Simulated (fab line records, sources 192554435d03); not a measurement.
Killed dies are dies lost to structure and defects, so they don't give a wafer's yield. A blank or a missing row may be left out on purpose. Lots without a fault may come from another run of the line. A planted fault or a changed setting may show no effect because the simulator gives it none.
A struck lot beside a sound one | flow n5_finfet | 38 steps out of a route of 1938
Sound: wafers L679.1, L679.3, L679.5. Struck: wafer L677.3. (L677.4, L677.5 of the same lot were not struck and are left out.) The cause comes at the end.
At each step with rows: each side's tool, then ch and its chambers, then its first start. Under that, the readings that differ: sound wafers | struck wafers | difference of the means | sigmas: that difference in standard deviations of wafers without a fault.
alike: readings whose means differ by less than 2 such deviations, and words and numbers that are the same on both sides. not compared: withheld readings, readings that some wafer has no value for, bounds like >300 that may hide the same value, and numbers for which the record gives no deviation and whose values overlap.
The two part at a step that has a row with sigmas, a row that says differs or no value, or rows on one side only. Numbers that don't overlap but have no deviation are shown without sigmas and don't part them. A reading that every wafer of one side lacks parts them only if that side has two wafers or more.

first, 9 steps without rows for these wafers: N5_BEOL_M10_PEB_26 (peb time 60 s); N5_BEOL_M10_DEVELOP_27 (develop time 30 s); N5_BEOL_M10_DESCUM_33 (chemistry O2, time 7.9 s); N5_BEOL_M10_ETCH_65 (etches SiARC in CF4, target depth 39 nm, time 65 s); N5_BEOL_M10_ETCH_66 (etches SOC in N2/H2, target depth 120 nm, overetch 24 nm, time 180 s); N5_BEOL_M10_STRIP_69 (strips in N2/H2); N5_BEOL_M10_VIA_ETCH_34 (etches SiCOH lowk in C4F6/O2, target depth 184.5 nm, time 69.2 s); N5_BEOL_M10_STRIP_73 (strips in C4F6/O2); N5_BEOL_M10_STRIP_36 (strips in N2/H2).
N5_BEOL_M10_TRENCH_ETCH_37: etches SiCOH lowk in C4F6/O2, target depth 148.83 nm, time 48 s.
  sound on rie_diel-02 ch 1,3, day 16 06:07; struck on rie_diel-06 ch 0, day 15 03:23
  reading                              | sound             | struck | difference | sigmas
  oes_f_703_au (a.u.)                  | 0.72 0.88 0.72    | 1.20   | +0.43      | +4
  rf_fwd_power_W (W)                   | 342.7 340.0 342.9 | 551.0  | +209.1     | +99 or more
  rf_vpp_V (V)                         | 662 633 664       | 509    | -144       | -9
  model.etch.depth_nm (nm)             | 145.6 148.1 144.7 | 174.2  | +28.1      |
  model.BEOL_M10.feature_depth_nm (nm) | 145.6 148.2 144.8 | 174.2  | +28.0      |
  alike: drypump_motor_current_A, oes_ar_750_au, oes_product_au, showerhead_plenum_p_Torr, throttle_valve_pct
  not compared: rf_hours_counter_h
then, 2 steps without rows for these wafers: N5_BEOL_M10_ETCH_41 (etches SiCN in CH3F/O2, target depth 42.6 nm, time 86 s); N5_BEOL_M10_STRIP_77 (strips in N2/H2, time 10 s).
N5_BEOL_M10_OCD_MEAS_38:
  sound on ocd-01, day 16 06:18; struck on ocd-02, day 15 03:34
  reading              | sound       | struck | difference | sigmas
  trench_depth_nm (nm) | 145 148 145 | 174    | +28        | +9
then, 13 steps without rows for these wafers: N5_BEOL_M10_HM_STRIP_39 (strips TiN in peroxide tin strip, target depth 25 nm, time 158 s); N5_BEOL_M10_SRD_40 (time 30 s); N5_BEOL_M10_PRECLEAN_42 (cleans in residue remover, time 60 s); N5_BEOL_M10_SRD_43 (time 30 s); N5_BEOL_M10_CURE_72 (cures SiCOH lowk, time 120 s); N5_BEOL_M10_DEGAS_44 (time 60 s); N5_BEOL_M10_PRE_CLEAN_45 (time 30 s); N5_BEOL_M10_ALD_74 (deposits TaN, target thk 2 nm, pulse time 2 s, purge time 3 s); N5_BEOL_M10_SURFACE_TREAT_76; N5_BEOL_M10_CVD_75 (deposits Co from CCTBA/H2, target thk 2 nm, time 138.9 s); N5_BEOL_M10_SPUTTER_48 (material Cu, target thk 12 nm, time 2 s); N5_BEOL_M10_ECD_50 (material Cu, target thk 318 nm); N5_BEOL_M10_ANNEAL_51 (time 90 s).
N5_BEOL_M10_CMP_52: polishes, stops on SiCOH lowk, t overpolish 7 s, target thk 140 nm.
  sound on cmp-01 ch 0,2, day 16 09:09; struck on cmp-02 ch 2, day 15 06:00
  reading                                 | sound             | struck | difference | sigmas
  motor_current_A (A)                     | 6.2 6.7 6.5       | 4.7    | -1.8       | -3
  model.Cu_of_BEOL_M10_ECD_50.thk_nm (nm) | 137.6 139.4 136.6 | 167.6  | +29.7      |
  alike: barrier_field_endpoint_s, overpolish_run_s, time_to_endpoint_s
  not compared: pad_life_wafers
N5_BEOL_M10_THK_MEAS_53: measures by xrf.
  sound on film_metro-01, day 16 09:25; struck on film_metro-02, day 15 06:13
  reading      | sound       | struck | difference | sigmas
  M10_THK (nm) | 138 139 137 | 169    | +31        | +9
then, 2 steps without rows for these wafers: N5_BEOL_M10_PRE_CLEAN_55 (time 15 s); N5_BEOL_M10_DEP_56 (deposits SiCN from 3MS/NH3, target thk 15 nm, time 26.5 s).
N5_BEOL_M10_RS_MEAS_57: measures by four-point-probe.
  sound on film_metro-01, day 16 09:32; struck on film_metro-01, day 15 06:22
  reading         | sound             | struck | difference | sigmas
  M10_RS (ohm/sq) | 0.154 0.151 0.155 | 0.124  | -0.029     | -7
then, 5 steps without rows for these wafers: N5_BEOL_M11_ILD_DEP_00 (deposits SiCOH lowk from DEMS/porogen, target thk 308.51 nm, time 58 s); N5_BEOL_M11_CURE_71 (cures SiCOH lowk, time 240 s); N5_BEOL_M11_PECVD_70 (deposits SiO2 from TEOS/O2, target thk 20 nm, time 22.7 s); N5_BEOL_M11_HM_DEP_02 (deposits TiN, target thk 20 nm); N5_BEOL_M11_COAT_59 (time 60 s, resist thk 100 nm).
N5_BEOL_M15_RC_MEAS_101:
  sound on prober-02 ch 0, day 17 18:17; struck on prober-02 ch 0, day 16 19:05
  reading                    | sound                   | struck  | difference | sigmas
  COMB_M12 (S/m)             | 4.6e-12 3.3e-12 5.1e-12 | 7.5e-12 | +3.2e-12   | +2
  COMB_M14 (S/m)             | 3.8e-12 4.6e-12 4.8e-12 | 2.3e-12 | -2.1e-12   | -2
  COMB_M5 (S/m)              | 5.3e-11 5.9e-11 4.6e-11 | 3.4e-11 | -1.9e-11   | -2
  SERP_M10 (ohm/um)          | 3.18 3.06 3.17          | 2.56    | -0.58      | -6
  SERP_M10_max_site (ohm/um) | 3.21 3.17 3.24          | 2.58    | -0.63      | -6
  alike: COMB_M11, COMB_M13, COMB_M15, COMB_M6, COMB_M7, COMB_M8, COMB_M9, SERP_M11, SERP_M12, SERP_M13, SERP_M13_max_site, SERP_M14, SERP_M5, SERP_M5_max_site, SERP_M6, SERP_M7, SERP_M7_max_site, SERP_M8, SERP_M9
N5_PASSIVATION_PROBE_49:
  sound on prober-01, day 18 08:57; struck on prober-02, day 17 11:47
  reading               | sound       | struck | difference | sigmas
  killed_open           | 93 86 70    | 55     | -28        | -2
  sort_bin_6_memory (%) | 5.3 4.8 4.2 | 2.2    | -2.6       | -4
  alike: defect_limited_yield, killed_at_M0_to_M3, killed_at_M4_up, killed_at_contacts, killed_at_front_end, killed_at_other, killed_dies, killed_short, sort_bin_4_leakage, sort_bin_5_function, sort_n_pass, sort_yield_pct

WHERE THEY PART
First at N5_BEOL_M10_TRENCH_ETCH_37; last, within this record, at N5_PASSIVATION_PROBE_49.

WHY: what the simulator had put in
Process parameter drift: rie_diel-06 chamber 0, from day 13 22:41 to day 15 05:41, at N5_BEOL_M10_TRENCH_ETCH_37. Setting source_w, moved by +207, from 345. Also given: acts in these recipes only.
